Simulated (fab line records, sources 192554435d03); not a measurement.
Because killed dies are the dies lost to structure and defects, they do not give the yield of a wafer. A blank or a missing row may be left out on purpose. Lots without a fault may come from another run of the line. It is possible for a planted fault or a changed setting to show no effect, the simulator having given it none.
fab line records | flow n5_finfet
record: lots: 4 | wafers: 12 | last_day: 16
route steps=1938 shown BEOL_M7@1321 BEOL_M8@1332 PASSIVATION@1936
lots with no fault: from the same line, run without faults
start_h: hours from the record's opening day to when the first of the lot's shown wafers began | wait_h: hours elapsed since this lot's preceding step | " same as the row above | L1.1+2: one row covering several wafers at once | - no value, or no start was given | * or withheld: withheld | < > ~ a bound
route shown NAME@n: names a module that has steps shown in the file, with the first one's number in the route | usual: the fault-free wafers' mean and standard deviation | same: alike in all rows | chamber/n: place in a boat | sites: the reading at each site | _std_site: how widely they spread, as a standard deviation | _edge_site: mean of outer sites minus mean of inner sites | radius_mm: for every site, how far away it sits from the centre of the wafer | mask NAME#n: copy n | behind: the most recent tool/chamber to have shaped the wafer | hold: why the lot was held/for how many hours/how that ended | device: the transistor (n, p or np) that didn't switch | end of line: the route-end tests of the same wafers | a step given without rows: its recipe and nothing more | killed: dies lost to structure and defects at the first sort, not the wafer's yield | map: the dies of a wafer, with x for killed, . for not killed, _ for no die there
set.NAME: the setting that was run; set.NAME@STEP: the one run at that earlier step | model.NAME: the simulator's own value behind a step, which no gauge read
certain route steps with their lots: each step a table, each wafer a row
services: from which hour (start_h, from the record's first day; less than 0 if before it) a tool's chamber was out of use, for how many hours, and why
== steps ==
step: N5_BEOL_M7_SURFACE_TREAT_79
recipe: gas: Ar | time_s: * | ion_energy_ev: * | ion_current_ma_cm2: 0.5 | pressure_mtorr: * | ar_flow_sccm: 30
step: N5_BEOL_M7_CVD_78
recipe: material: Co | target_thk_a: 20 | temp_c: withheld | precursor: CCTBA/H2 | pressure_torr: 30 | time_s: 142.3
step: N5_BEOL_M7_SPUTTER_48
recipe: material: Cu | target_thk_a: 100 | temp_c: -20 | bias_v: 60 | power_w: 26000 | chamber_pressure_pa: 0.13 | time_s: 1.667
step: N5_BEOL_M7_ECD_50
recipe: material: Cu | target_thk_a: 3000
step: N5_BEOL_M7_ANNEAL_51
recipe: temp_c: 225 | time_s: 90 | ambient: N2
step: N5_BEOL_M7_CMP_52
recipe: stop_on: SiCOH_lowk | t_overpolish_s: 6.9 | down_force_psi: 1 | platen_rpm: 50 | clearing_platen_down_force_psi: 1.5 | clearing_platen_rpm: 50 | post_cmp_clean: cu_alkaline | target_thk_nm: 80 | clearing_platen_pad_velocity_m_s: 0.99484 | pad_velocity_m_s: 0.99484
step: N5_BEOL_M7_PRE_CLEAN_55
recipe: gas: NH3 | time_s: 15 | temp_c: withheld | rf_power_w: 300
step: N5_BEOL_M7_DEP_56
recipe: material: SiCN | target_thk_a: 100 | temp_c: withheld | precursor: 3MS/NH3 | pressure_torr: 3 | rf_w: 202 | time_s: 17.5
step: N5_BEOL_M8_ILD_DEP_00
recipe: material: SiCOH_lowk | target_thk_a: 1797.5 | temp_c: 300 | precursor: DEMS/porogen | pressure_torr: 5 | rf_w: 500 | time_s: 33.4
step: N5_BEOL_M8_CURE_74
recipe: temp_c: 385 | time_s: 240 | ambient: He/Ar | material: SiCOH_lowk
usual: lamp_power_pct: 52.30/0.053 | run_length_s: 285.8/1 | wafer_temp_C_max: 386.7/0.5
lot.wafer | tool       | chamber | start_h | wait_h | lamp_power_pct | run_length_s | wafer_temp_C_max | model.SiCOH_lowk_of_BEOL_M8_ILD_DEP_00.thk_nm
L587.3    | uv_cure-01 | 2       | 218.46  | 0.2    | -              | -            | -                | 178
L587.4    | "          | 2       | "       | "      | -              | -            | -                | 182
L587.6    | "          | 2       | "       | "      | -              | -            | -                | 182.4
L585.1    | uv_cure-03 | 0       | 220.08  | 0.1    | -              | -            | -                | 176.6
L585.2    | "          | 0       | "       | "      | -              | -            | -                | 178
L585.5    | "          | 0       | "       | "      | -              | -            | -                | 178.8
L588.2    | uv_cure-03 | 1       | 233.85  | 0.2    | 52.21          | 285.9        | 388.0            | 152.8
L588.4    | "          | 1       | "       | "      | 52.15          | 285.6        | 387.1            | 156.8
L588.6    | "          | 1       | "       | "      | 52.24          | 285.6        | 386.6            | 152.4
L596.3    | uv_cure-02 | 0       | 290.44  | 0.2    | 52.29          | 286.9        | 386.7            | 154.4
L596.4    | "          | 0       | "       | "      | 52.28          | 286.6        | 386.9            | 156.6
L596.6    | "          | 0       | "       | "      | 52.32          | 286.6        | 387.0            | 159.2
step: N5_BEOL_M8_THK_MEAS_01
recipe: reads: SiCOH_lowk_of_BEOL_M8_ILD_DEP_00
usual: M8_ILD_THK: 155.9/2.1
lot.wafer | tool          | chamber | start_h | wait_h | M8_ILD_THK[nm]
L587.3    | film_metro-01 | -       | 218.82  | 0.3    | 178.0
L587.4    | "             | -       | "       | "      | 182.1
L587.6    | "             | -       | "       | "      | 182.3
L585.1    | film_metro-02 | -       | 220.60  | 0.4    | 176.8
L585.2    | "             | -       | "       | "      | 177.9
L585.5    | "             | -       | "       | "      | 178.7
L588.2    | film_metro-01 | -       | 234.28  | 0.4    | 152.8
L588.4    | "             | -       | "       | "      | 156.9
L588.6    | "             | -       | "       | "      | 152.3
L596.3    | film_metro-01 | -       | 290.80  | 0.3    | 154.4
L596.4    | "             | -       | "       | "      | 156.6
L596.6    | "             | -       | "       | "      | 158.9
step: N5_BEOL_M8_PECVD_70
recipe: material: SiO2 | target_thk_a: 200 | temp_c: 400 | precursor: TEOS/O2 | pressure_torr: 5.5 | rf_w: 450 | teos_flow_sccm: 53.8 | gas: O2 | flow_sccm: 3000 | time_s: 22.7
step: N5_BEOL_M8_HM_DEP_02
recipe: material: TiN | target_thk_a: 200 | temp_c: 25 | chamber_pressure_pa: 0.49996
step: N5_BEOL_M8_COAT_59
recipe: resist: SOC | temp_c: 250 | time_s: 60 | spin_rpm: 1500 | resist_thk_nm: 100
step: N5_BEOL_M8_COAT_60
recipe: resist: SiARC | temp_c: 220 | time_s: 60 | spin_rpm: 1500 | resist_thk_nm: 35
step: N5_BEOL_M8_COAT_05
recipe: resist: CAR-ArF | spin_rpm: 1500 | resist_thk_nm: 90
step: N5_BEOL_M8_EBR_07
recipe: solvent: PGMEA | ebr_width_mm: 1.5
step: N5_BEOL_M8_SOFTBAKE_06
recipe: temp_c: 110 | time_s: 60 | resist: CAR-ArF
step: N5_BEOL_M8_EXPOSE_08
recipe: mask_id: M8 | na: 1.35 | source_shape: dipole | sigma_inner: 0.817 | sigma_outer: 0.97 | polarization: te | dose_mj: 68.25
step: N5_BEOL_M8_PEB_09
recipe: peb_temp_c: withheld | peb_time_s: 60 | resist: CAR-ArF
step: N5_BEOL_M8_DEVELOP_10
recipe: develop_time_s: 30 | developer: TMAH | resist: CAR-ArF | rinse_liquid: diw | dry: air_spin | dev_temp_c: 23
step: N5_BEOL_M8_DESCUM_16
recipe: chemistry: O2 | time_s: 7.9 | source_power_w: 50 | bias_power_w: 20 | pressure_mtorr: 20 | rf_frequency_hz: 2.712e+07 | temp_c: 40 | resist: CAR-ArF | o2_flow_sccm: 225
step: N5_BEOL_M8_ETCH_61
recipe: chemistry: CF4 | target: SiARC | target_depth_a: 455 | mask_material: CAR-ArF | time_s: 75.8 | ion_energy_ev: 80 | pressure_mtorr: 40 | source_w: 545 | bias_w: 36 | Ar_flow_sccm: 100 | cf4_flow_sccm: 100 | ends: cleared
step: N5_BEOL_M8_ETCH_62
recipe: chemistry: N2/H2 | target: SOC | target_depth_a: 1100 | overetch_a: 220 | mask_material: SiARC | temp_c: 40 | time_s: 165 | ion_energy_ev: 200 | pressure_mtorr: 30 | source_w: 840 | bias_w: 150 | n2_flow_sccm: 200 | h2_flow_sccm: 200
step: N5_BEOL_M8_STRIP_68
recipe: chemistry: N2/H2 | temp_c: 40 | n2_flow_sccm: 200 | h2_flow_sccm: 200 | rf_frequency_hz: 6e+07
step: N5_BEOL_M8_STRIP_67
recipe: chemistry: CF4 | resist: SiARC | power_w: 300 | bias_power_w: 75 | pressure_mtorr: 50 | cf4_flow_sccm: 150 | rf_frequency_hz: 6e+07
step: N5_BEOL_M8_HM_OPEN_17
recipe: chemistry: Cl2/BCl3 | target_depth_a: 200 | overetch_a: 60 | target: TiN | mask_material: SOC | ion_energy_ev: 150 | pressure_mtorr: 10 | icp_w: 1000 | bias_w: 126 | Cl2_flow_sccm: 53.25 | bcl3_flow_sccm: 21.75 | Ar_flow_sccm: 25
step: N5_BEOL_M8_STRIP_19
recipe: chemistry: O2 | power_w: 400 | temp_c: 40 | pressure_mtorr: 30 | rf_frequency_hz: 6e+07 | bias_power_w: 0 | overash_fraction: 0.2 | o2_flow_sccm: 225
step: N5_BEOL_M8_COAT_63
recipe: resist: SOC | temp_c: 250 | time_s: 60 | spin_rpm: 1500 | resist_thk_nm: 60
step: N5_BEOL_M8_COAT_64
recipe: resist: SiARC | temp_c: 220 | time_s: 60 | spin_rpm: 1500 | resist_thk_nm: 12
step: N5_BEOL_M8_COAT_71
recipe: resist: underlayer | temp_c: 205 | time_s: 60 | spin_rpm: 1500 | resist_thk_nm: 5
step: N5_BEOL_M8_COAT_22
recipe: resist: CAR-EUV | spin_rpm: 1500 | resist_thk_nm: 30
step: N5_BEOL_M8_EBR_24
recipe: solvent: PGMEA | ebr_width_mm: 1.5
step: N5_BEOL_M8_SOFTBAKE_23
recipe: temp_c: 110 | time_s: 60 | resist: CAR-EUV
step: N5_BEOL_M8_EXPOSE_25
recipe: mask_id: V7 | na: 0.33 | source_shape: annular | sigma_inner: 0.4 | sigma_outer: 0.8 | polarization: unpolarized | target_cd_nm: 40 | dose_mj: 42.5
step: N5_BEOL_M8_CMP_52
recipe: stop_on: SiCOH_lowk | t_overpolish_s: 6.9 | down_force_psi: 1 | platen_rpm: 50 | clearing_platen_down_force_psi: 1.5 | clearing_platen_rpm: 50 | post_cmp_clean: cu_alkaline | target_thk_nm: 80 | clearing_platen_pad_velocity_m_s: 0.99484 | pad_velocity_m_s: 0.99484
usual: motor_current_A: 6.1/0.54 | slurry_filter_dp_kPa: 13.51/0.14 | slurry_flow_ml_min: 149.9/0.47
lot.wafer | tool   | chamber | start_h | wait_h | motor_current_A | slurry_filter_dp_kPa | slurry_flow_ml_min | model.SiCOH_lowk_of_BEOL_M8_ILD_DEP_00.thk_nm
L587.3    | cmp-01 | 0       | 223.85  | 0.3    | 6.0             | 13.66                | 150.1              | 175
L587.4    | "      | 1       | "       | "      | 6.0             | 13.50                | 150.2              | 179
L587.6    | "      | 3       | "       | "      | 5.9             | 13.62                | 149.8              | 179.4
L585.2    | cmp-01 | 0       | 227.91  | 0.3    | 5.6             | 13.36                | 151.1              | 175
L585.1    | "      | 1       | "       | "      | 6.3             | 13.66                | 149.8              | 173.6
L585.5    | "      | 2       | "       | "      | 5.4             | 13.47                | 149.2              | 175.8
L588.2    | cmp-03 | 3       | 244.02  | 0.2    | 5.5             | 13.54                | 149.5              | 149.8
L588.4    | "      | 2       | "       | "      | 7.0             | 13.50                | 149.5              | 153.8
L588.6    | "      | 0       | "       | "      | 6.1             | 13.33                | 150.7              | 149.4
L596.4    | cmp-01 | 2       | 298.91  | 0.2    | 5.3             | 13.71                | 150.6              | 153.6
L596.3    | "      | 0       | "       | "      | 5.5             | 13.59                | 149.5              | 151.4
L596.6    | "      | 2       | "       | "      | 5.5             | 13.63                | 149.8              | 156.2
step: N5_PASSIVATION_PROBE_49
usual: defect_limited_yield: 91.2/1.3 | killed_at_M0_to_M3: 34/10 | killed_at_M4_up: 13/4.6 | killed_at_contacts: 13/5.5 | killed_at_front_end: 41/12 | killed_at_other: 2.8/2.4 | killed_dies: 104/16 | killed_open: 67/12 | killed_short: 33/7.2 | sort_bin_5_function: 5.1/0.86 | sort_bin_6_memory: 3.3/0.62 | sort_n_pass: 1076/16 | sort_yield_pct: 91.2/1.3
same: gross_dies: 1180 | killed_at_back_side: 0 | sort_bin_4_leakage[%]: 0 | sort_bin_8_speed[%]: 0
lot.wafer | tool      | chamber | start_h | wait_h | defect_limited_yield[%] | killed_at_M0_to_M3 | killed_at_M4_up | killed_at_contacts | killed_at_front_end | killed_at_other | killed_dies | killed_open | killed_short | sort_bin_5_function[%] | sort_bin_6_memory[%] | sort_n_pass | sort_yield_pct[%]
L596.3    | prober-01 | -       | 376.11  | 0.1    | 91.4                    | 18                 | 11              | 11                 | 56                  | 5               | 101         | 62          | 29           | 5.0                    | 2.9                  | 1079        | 91.4
L596.4    | prober-01 | -       | 376.16  | 0.2    | 91.3                    | 32                 | 12              | 7                  | 46                  | 6               | 103         | 53          | 42           | 5.0                    | 3.1                  | 1077        | 91.3
L596.6    | prober-01 | -       | 376.26  | 0.3    | 91.3                    | 19                 | 10              | 13                 | 61                  | 0               | 103         | 59          | 35           | 4.5                    | 3.6                  | 1077        | 91.3
killed by level:class
L596.3 FIN_SAQP:geometric_particle:open=19 MOL_CONTACT_COAG:geometric_particle:open=10 GATE_CUT:geometric_particle:short=8 BEOL_M2:geometric_particle:open=7 HKMG_FIN:area_etch=6 FIN_SAQP:geometric_particle:short=5 BEOL_M4:geometric_particle:open=5 STI_FIN_REVEAL:geometric_particle:open=4
L596.4 FIN_SAQP:geometric_particle:open=13 BEOL_M3:geometric_particle:short=9 FIN_SAQP:geometric_particle:short=8 GATE_CUT:geometric_particle:short=7 DUMMY_GATE:geometric_particle:open=5 MOL_CONTACT_COAG:geometric_particle:open=5 BEOL_M1:geometric_particle:open=5 BEOL_M2:geometric_particle:open=4
L596.6 FIN_SAQP:geometric_particle:open=18 MOL_CONTACT_COAG:geometric_particle:open=9 FIN_SAQP:geometric_particle:short=7 GATE_CUT:geometric_particle:short=6 GATE_CUT:geometric_particle:open=5 BEOL_M3:geometric_particle:short=5 HKMG_FIN:area_etch=5 FIN_CUT:geometric_particle:open=4
== services ==
tool       | chamber | start_h | hours | kind
cmp-01     | -       | 207.51  | 4.9   | pm
uv_cure-02 | -       | 208.82  | 53.7  | repair
cmp-03     | -       | 211.58  | 1.2   | repair
cmp-01     | -       | 221.30  | 2.3   | repair
uv_cure-02 | -       | 262.56  | 5.0   | pm
cmp-01     | -       | 268.13  | 1.9   | repair
cmp-01     | -       | 289.09  | 4.0   | pm
uv_cure-03 | -       | 289.73  | 2.1   | pm
cmp-01     | -       | 293.09  | -     | consumable_replace:conditioner
cmp-01     | -       | 293.09  | -     | consumable_replace:pad
cmp-03     | -       | 296.21  | 4.0   | pm
== key ==
first_sign: step: N5_BEOL_M8_CURE_74 | reading: tool_record | direction: missing
effect: step: N5_BEOL_M8_THK_MEAS_01 | reading: M8_ILD_THK | direction: up | sigmas: 11 | usual: 155.9 | struck: 179.3
model_effect: step: N5_BEOL_M8_CURE_74 | value: SiCOH_lowk_of_BEOL_M8_ILD_DEP_00.thk_nm | without: 154.6 | struck: 179.3
model_effect: step: N5_BEOL_M8_CMP_52 | value: SiCOH_lowk_of_BEOL_M8_ILD_DEP_00.thk_nm | without: 151.6 | struck: 176.3
met_at N5_BEOL_M8_CURE_74
struck_wafers L585.1,L585.2,L585.5,L587.3,L587.4,L587.6
fault: kind: skipped_step_whole | tool: uv_cure-01,uv_cure-03 | chamber: - | onset_h: 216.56 | steps: N5_BEOL_M8_CURE_74 | scope: struck_lots_only
